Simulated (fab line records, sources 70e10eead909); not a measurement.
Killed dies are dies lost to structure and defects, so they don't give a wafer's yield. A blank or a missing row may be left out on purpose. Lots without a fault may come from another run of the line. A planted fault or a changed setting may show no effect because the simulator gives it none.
Problem report in the 8D (eight disciplines) form, filled by code | flow nand_harc | the parts of the form that need people (team, actions taken, sign-off) are left out

1. THE PROBLEM
killed_at_periphery at NHARC_END_SORT_01 reads a mean of 283.5 on 2 wafers of 2 lots; wafers without a fault read 3.8 with a standard deviation of 2.4. That is +99 or more standard deviations from the usual mean.
First seen on wafer L243.6, day 29 09:03, on prober-02. The record holds 6 wafers of 2 lots with a number at this step. Rule for "out", or "out of limits": more than 4 standard deviations from the usual mean. The other wafers with a number count as sound.

2. WHAT IT IS AND WHAT IT IS NOT
question                    | is                                                                                                                                                      | is not
which readings at this step | killed_at_periphery, defect_limited_yield, killed_dies, sort_bin_2_pct, sort_bin_3_pct, sort_bin_4_pct, sort_n_pass, sort_rim_yield_pct, sort_yield_pct | killed_at_array, killed_at_other, killed_open, killed_short
which lots                  | L243, L245                                                                                                                                              | -
which wafers of those lots  | L243.6, L245.4                                                                                                                                          | L243.1, L243.3, L245.2, L245.6
read on which gauges        | prober-02                                                                                                                                               | -
when                        | from day 29 09:03                                                                                                                                       | up to then (2 sound wafers); but 2 sound wafers of L245 came after

3. SUSPECTS, AND WHAT RULES EACH OUT
Counting: a tool at a process step up to the reading stays a suspect if it ran every lot that is out. Sound lots after the first of them don't rule it out here, since some wafers of a struck lot are sound.
- the gauge at NHARC_END_SORT_01: kept. All the wafers that are out were read on prober-02, and no step on other tools shows them out.
- cmp-01 at NHARC_P_BONDPAD_CMP_19 (polishes, t overpolish 30 s, cu recess touch 16 s, target thk 160.81 nm): kept. It ran every lot that is out, first L243 (day 10 16:47).
- Within cmp-01 at NHARC_P_BONDPAD_CMP_19: the wafers that are out ran in chamber 1; their sound lot-mates ran in chambers 0, 2.
Left after counting: cmp-01 at NHARC_P_BONDPAD_CMP_19, prober-02 at NHARC_END_SORT_01.

4. THE CAUSE (what the simulator had put in)
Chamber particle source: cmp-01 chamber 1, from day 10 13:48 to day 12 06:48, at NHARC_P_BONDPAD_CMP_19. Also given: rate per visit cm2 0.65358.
Counting left 2 suspects, and this tool is among them.

5. THE CHAIN OF EFFECTS, in route order
Each row: a reading whose mean over the struck wafers that have a number lies more than 3 standard deviations from the usual. Only readings for which the record gives a usual standard deviation are gone through. hours: the time from each lot's start at the first step in this table that gives one to its start at this step, as a median over the lots. sigmas: the change in usual standard deviations.
hours | step                       | reading              | usual | on struck wafers | change | sigmas
0     | NHARC_P_BONDPAD_INSPECT_23 | raw_defect_count     | 331   | 693              | +362   | +3.3
440   | NHARC_END_SORT_01          | defect_limited_yield | 91 %  | 50               | -41    | -13
440   | NHARC_END_SORT_01          | killed_at_periphery  | 3.8   | 283.5            | +279.7 | +99 or more
440   | NHARC_END_SORT_01          | killed_dies          | 58    | 338              | +280   | +13
440   | NHARC_END_SORT_01          | sort_bin_2_pct       | 3.0 % | 18.1             | +15.1  | +12
440   | NHARC_END_SORT_01          | sort_bin_3_pct       | 0.6 % | 3.4              | +2.8   | +7.2
440   | NHARC_END_SORT_01          | sort_bin_4_pct       | 4.9 % | 28.5             | +23.6  | +13
440   | NHARC_END_SORT_01          | sort_n_pass          | 619   | 339              | -280   | -13
440   | NHARC_END_SORT_01          | sort_rim_yield_pct   | 88 %  | 54               | -34    | -6.5
440   | NHARC_END_SORT_01          | sort_yield_pct       | 91 %  | 50               | -41    | -13

6. WHAT WOULD HAVE CAUGHT IT SOONER
In this record the first reading out of limits at a measuring or inspecting step was taken at day 29 09:03, 451 hours after the fault began at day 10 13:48.
Of the tool readings at NHARC_P_BONDPAD_CMP_19 for which the record gives a usual standard deviation, none was out on any struck wafer, so an alarm limit of 4 standard deviations on them would not have fired.
All the lots that are out (2) had begun NHARC_P_BONDPAD_CMP_19 on cmp-01 by day 29 09:03. A hold on the tool at that time would have spared none of them.
